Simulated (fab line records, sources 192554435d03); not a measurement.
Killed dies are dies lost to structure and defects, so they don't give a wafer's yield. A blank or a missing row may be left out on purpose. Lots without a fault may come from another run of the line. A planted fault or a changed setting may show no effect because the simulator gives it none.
A struck lot beside a sound one | flow n5_finfet | 38 steps out of a route of 1938
Sound: wafers L413.2, L413.4, L413.6. Struck: wafers L416.1, L416.4. (L416.6 of the same lot was not struck and is left out.) The cause comes at the end.
At each step with rows: each side's tool, then ch and its chambers, then its first start. Under that, the readings that differ: sound wafers | struck wafers | difference of the means | sigmas: that difference in standard deviations of wafers without a fault.
alike: readings whose means differ by less than 2 such deviations, and words and numbers that are the same on both sides. not compared: withheld readings, readings that some wafer has no value for, bounds like >300 that may hide the same value, and numbers for which the record gives no deviation and whose values overlap.
The two part at a step that has a row with sigmas, a row that says differs or no value, or rows on one side only. Numbers that don't overlap but have no deviation are shown without sigmas and don't part them. A reading that every wafer of one side lacks parts them only if that side has two wafers or more.

first, 12 steps without rows for these wafers: N5_MOL_CONTACT_COAG_ETCH_66 (etches SiARC in CF4, target depth 13 nm, time 21.7 s); N5_MOL_CONTACT_COAG_ALD_133 (deposits SiO2, target thk 5 nm, pulse time 1 s, co reactant pulse time 1 s); N5_MOL_CONTACT_COAG_ETCHBACK_134 (etches SiO2 in CHF3, target depth 10 nm, time 6.7 s); N5_MOL_CONTACT_COAG_ETCH_67 (etches SOC in N2/H2, target depth 60 nm, overetch 21 nm, time 101.2 s); N5_MOL_CONTACT_COAG_STRIP_68 (strips in N2/H2); N5_MOL_CONTACT_COAG_STRIP_69 (strips in N2/H2); N5_MOL_CONTACT_COAG_ETCHBACK_136 (etches SiO2 in CHF3, target depth 25 nm, time 16.7 s); N5_MOL_CONTACT_COAG_STRIP_120 (strips in CHF3); N5_MOL_CONTACT_COAG_VIA_ETCH_117 (etches SiO2 in C4F6/O2, target depth 40 nm, overetch 8 nm, time 26 s); N5_MOL_CONTACT_COAG_ETCH_124 (etches SiNx in CH3F/O2, stops on SiOC, target depth 6.5 nm); N5_MOL_CONTACT_COAG_ETCH_48 (etches SiOC in C4F6/O2, target depth 15 nm, overetch 4.5 nm, time 17 s); N5_MOL_CONTACT_COAG_STRIP_72 (strips in N2/H2).
N5_MOL_CONTACT_COAG_STRIP_49: strips in N2/H2, time 30 s.
  sound on plasma_asher-02 ch 0,1, day 6 04:19; struck on plasma_asher-02 ch 0, day 7 07:44
  alike: drypump_motor_current_A, heater_power_w
  not compared: rf_hours_counter_h
then, 24 steps without rows for these wafers: N5_MOL_CONTACT_COAG_PRECLEAN_138 (cleans in alkaline clean, time 60 s); N5_MOL_CONTACT_COAG_SRD_139 (time 30 s); N5_MOL_CONTACT_COAG_PRE_CLEAN_121; N5_MOL_CONTACT_COAG_CVD_140 (deposits W, target thk 66.5 nm, time 215 s); N5_MOL_CONTACT_COAG_PRECLEAN_127 (cleans in DIW, time 57.5 s); N5_MOL_CONTACT_COAG_SRD_128 (dry time 32 s); N5_MOL_CONTACT_COAG_CMP_52 (polishes, stops on SiO2, t overpolish 1.5 s, target thk 66.5 nm); N5_MOL_CONTACT_COAG_ANNEAL_112 (time 1800 s); N5_BEOL_M0_SAQP_PECVD_00 (deposits SiCN from 3MS/NH3, target thk 8 nm, time 14 s); N5_BEOL_M0_SAQP_ILD_DEP_01 (deposits SiOC from DEMS/O2, target thk 45.419 nm, time 8.7 s); N5_BEOL_M0_SAQP_HM_DEP_02 (deposits TiN, target thk 12 nm); N5_BEOL_M0_SAQP_PECVD_03 (deposits SiCN from 3MS/NH3, target thk 12 nm, time 21.1 s); N5_BEOL_M0_SAQP_PECVD_96 (deposits a-Si from SiH4/He, target thk 45 nm, time 45.2 s); N5_BEOL_M0_SAQP_PECVD_97 (deposits SiNx from SiH4/NH3/N2, target thk 23 nm, time 19.9 s); N5_BEOL_M0_SAQP_PECVD_04 (deposits a-Si from SiH4/He, target thk 60 nm, time 60.2 s); N5_BEOL_M0_SAQP_HM_DEP_111 (deposits SiO2 from SiH4/N2O, target thk 12 nm, time 7.2 s); N5_BEOL_M0_SAQP_COAT_81 (time 60 s, resist thk 100 nm); N5_BEOL_M0_SAQP_COAT_82 (time 60 s, resist thk 30 nm); N5_BEOL_M0_SAQP_COAT_08 (resist thk 90 nm); N5_BEOL_M0_SAQP_EBR_10; N5_BEOL_M0_SAQP_SOFTBAKE_09 (time 60 s); N5_BEOL_M0_SAQP_EXPOSE_11 (exposes mask M0 CORE, target cd 42 nm); N5_BEOL_M0_SAQP_PEB_12 (peb time 60 s); N5_BEOL_M0_SAQP_DEVELOP_13 (develop time 30 s).
-- the record jumps here: 6 days lie between the struck wafers' starts before and after (it left off in module BEOL_M0_SAQP and takes up again in module PASSIVATION, whose first step shown is number 1936 of the route) --
N5_PASSIVATION_PROBE_49:
  the record has rows for the struck wafers here (prober-02, day 13 02:29) and none for the sound ones

WHERE THEY PART
Only at N5_PASSIVATION_PROBE_49, within this record.

WHY: what the simulator had put in
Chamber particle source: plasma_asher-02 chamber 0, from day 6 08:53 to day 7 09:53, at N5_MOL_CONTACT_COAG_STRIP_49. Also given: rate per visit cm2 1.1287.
